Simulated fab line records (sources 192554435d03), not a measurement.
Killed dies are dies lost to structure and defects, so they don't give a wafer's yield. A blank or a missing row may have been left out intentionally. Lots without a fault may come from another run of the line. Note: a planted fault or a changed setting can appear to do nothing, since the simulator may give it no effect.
Struck lot and sound lot, side by side :: flow n5 finfet :: 29 steps out of a route of 1938
Sound: wafers L476.1, L476.2, L476.5. Struck: wafer L481.2. (L481.1 of the same lot was not struck and is left out.) The cause comes at the end.
Each step with rows lists, per side, the tool, then ch with its chambers, then its first start. Under that, the readings that differ: sound wafers :: struck wafers :: difference of the means :: sigmas: that difference in standard deviations of wafers without a fault.
alike: a reading whose means differ by less than 2 such deviations, as well as words and numbers matching on both sides. not compared: withheld readings; readings where some wafer has no value; bounds like >300 that might hide an equal value; numbers whose values overlap and for which the record gives no deviation.
Wherever a step has rows on one side only, a row that says differs or no value, or a row with sigmas, the two part there. When numbers do not overlap yet have no deviation, they are printed without sigmas and do not part them. A reading that every wafer of one side lacks parts them only if that side has two wafers or more.

first, 9 steps without rows for these wafers: N5_BEOL_M0_SAQP_EXPOSE_37 (exposes mask M0 CUT1, target cd 30 nm); N5_BEOL_M0_SAQP_PEB_38 (peb time 60 s); N5_BEOL_M0_SAQP_DEVELOP_39 (develop time 30 s); N5_BEOL_M0_SAQP_DESCUM_45 (chemistry O2, time 7 s); N5_BEOL_M0_SAQP_ETCH_88 (etches underlayer in N2/H2, target depth 6.5 nm, time 5.2 s); N5_BEOL_M0_SAQP_ETCH_73 (etches SiARC in CF4, target depth 19.5 nm, time 32.5 s); N5_BEOL_M0_SAQP_CUT_ETCH_46 (etches SOC in N2/H2, target depth 135 nm, overetch 27 nm, time 202.5 s); N5_BEOL_M0_SAQP_STRIP_74 (strips in N2/H2); N5_BEOL_M0_SAQP_STRIP_89 (strips in N2/H2).
N5_BEOL_M0_SAQP_ALD_48: deposits SiO2, target thk 20 nm, pulse time 1 s, co reactant pulse time 1 s.
  sound on ald sin-04 ch 0,3, day 9 01:48; struck on ald sin-04 ch 2, day 10 09:28
reading: ald cycles
sound: 139 139 139
struck: 147
difference: +8
sigmas: 

reading: model.SiO2_of_BEOL_M0_SAQP_ALD_48.thk nm (nm)
sound: 19.8 20 20
struck: 21.2
difference: +1.3
sigmas: 
  alike: heater power w, precursor pulse height rel
  not compared: since wet clean h
then, 15 steps without rows for these wafers: N5_BEOL_M0_SAQP_ETCH_49 (etches SiO2 in CF4/O2, target depth 37 nm); N5_BEOL_M0_SAQP_STRIP_75 (strips in CF4); N5_BEOL_M0_CUTY_COAT_50 (time 60 s, resist thk 15 nm); N5_BEOL_M0_CUTY_COAT_51 (resist thk 150 nm); N5_BEOL_M0_CUTY_EBR_52; N5_BEOL_M0_CUTY_SOFTBAKE_53 (time 60 s); N5_BEOL_M0_CUTY_EXPOSE_54 (exposes mask M0 ABLK); N5_BEOL_M0_CUTY_PEB_55 (peb time 60 s); N5_BEOL_M0_CUTY_DEVELOP_56 (develop time 30 s); N5_BEOL_M0_CUTY_DESCUM_61 (chemistry O2, time 7.9 s); N5_BEOL_M0_CUTY_ETCH_62 (etches SiARC in CF4, time 58.5 s); N5_BEOL_M0_CUTY_ETCH_63 (etches SOC in N2/H2, target depth 82.7 nm, overetch 16.5 nm, time 124 s); N5_BEOL_M0_CUTY_STRIP_64 (strips in N2/H2); N5_BEOL_M0_ETCH_138 (etches SiCN in CH3F/O2, target depth 12 nm, time 31.6 s); N5_BEOL_M0_HM_OPEN_105 (chemistry Cl2/BCl3, target TiN, target depth 12 nm).
N5_BEOL_M0_STRIP_140: strips in CF4.
  sound on rie diel-02 ch 0,2,3, day 9 03:58; struck on rie diel-06 ch 0, day 10 17:40
reading: model.SiO2_of_BEOL_M0_SAQP_ALD_48.thk nm (nm)
sound: 11.2 11 11.2
struck: 12.2
difference: +1.1
sigmas: 
  alike: chamber pressure mTorr, drypump motor current A, oes product au, rf vpp V, showerhead plenum p Torr, throttle valve pct
  not compared: rf hours counter h
then, 1 step without rows for these wafers: N5_BEOL_M0_STRIP_104 (strips in N2/H2).
-- a jump in the record: the struck wafers' starts before and after are 4 days apart (it breaks off in module BEOL_M0 and resumes in module BEOL_M4, where the first step shown is number 1111 of the route) --
N5_BEOL_M4_RC_MEAS_101:
  sound on prober-01 ch 0, day 11 21:16; struck on prober-02 ch 0, day 14 06:43
reading: DIBL_P (mV/V)
sound: 41.3 40.3 38.5
struck: 34.2
difference: -5.8
sigmas: -2

reading: IOFF_P (nA/um)
sound: 0.29 0.28 0.24
struck: 0.18
difference: -0.09
sigmas: -3

reading: SS_N (mV/dec)
sound: 72.9 73.0 72.0
struck: 71.0
difference: -1.6
sigmas: -2

reading: SS_P (mV/dec)
sound: 74.2 75.1 75.0
struck: 72.9
difference: -1.9
sigmas: -3
  alike: DIBL_N, IOFF_N, ION_N, ION_P, VT_N, VT_P
next, for these wafers, 1 step has no rows: N5_PASSIVATION_PROBE_49.

== WHERE THEY PART ==
Only at N5_BEOL_M4_RC_MEAS_101, within this record.

WHY: what the simulator had put in
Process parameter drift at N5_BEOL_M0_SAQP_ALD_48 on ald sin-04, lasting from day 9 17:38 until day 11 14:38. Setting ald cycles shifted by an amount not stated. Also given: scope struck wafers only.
